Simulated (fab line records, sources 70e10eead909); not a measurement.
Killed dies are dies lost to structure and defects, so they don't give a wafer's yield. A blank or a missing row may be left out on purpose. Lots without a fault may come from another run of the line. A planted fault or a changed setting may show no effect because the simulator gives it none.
Chamber matching | flow nand_harc | NHARC_A_SGD_CUT_ETCHBACK_24 on rie_diel-01: 4 sister chambers
The step etches the open film in CH3F/O2, target depth 50 nm, time 92.857 s. 4 wafers are shown with their chamber, then 7 later ones without.

WAFERS WITH THEIR CHAMBER
wafer  | chamber | drypump_motor_current_A (A)
L086.2 | 3       | 6.3
L086.4 | 0       | 5.6
L088.3 | 1       | 5.4
L088.4 | 2       | 5.6

WAFERS WITHOUT THEIR CHAMBER
wafer  | drypump_motor_current_A (A)
L088.6 | 5.6
L092.1 | 5.3
L092.3 | 6.2
L092.4 | 5.6
L095.2 | 5.4
L095.4 | 6.2
L095.6 | 5.4

WHICH CHAMBER EACH WENT THROUGH
wafer  | from the rows above     | in truth
L088.6 | can't be placed: 0 or 2 | 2
L092.1 | 1                       | 1
L092.3 | 3                       | 3
L092.4 | can't be placed: 0 or 2 | 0
L095.2 | 1                       | 1
L095.4 | 3                       | 3
L095.6 | 1                       | 1
Placed correctly: 5 of 7. Can't be placed from these rows: 2 (the true chamber is among the candidates in 2). Placed wrongly: 0.
How it was worked out, from the rows above alone: a wafer's distance from a chamber is the root of the sum, over the readings, of the square of ((its reading less the chamber's mean) divided by the reading's scatter). The wafer belongs to the nearest chamber; if the next one is less than 2 further off, it can't be placed. A chamber's mean is the mean of its shown wafers. The scatter: with one shown wafer a chamber, the root of the mean of the squares of how far each hidden wafer lies from its nearest shown one.
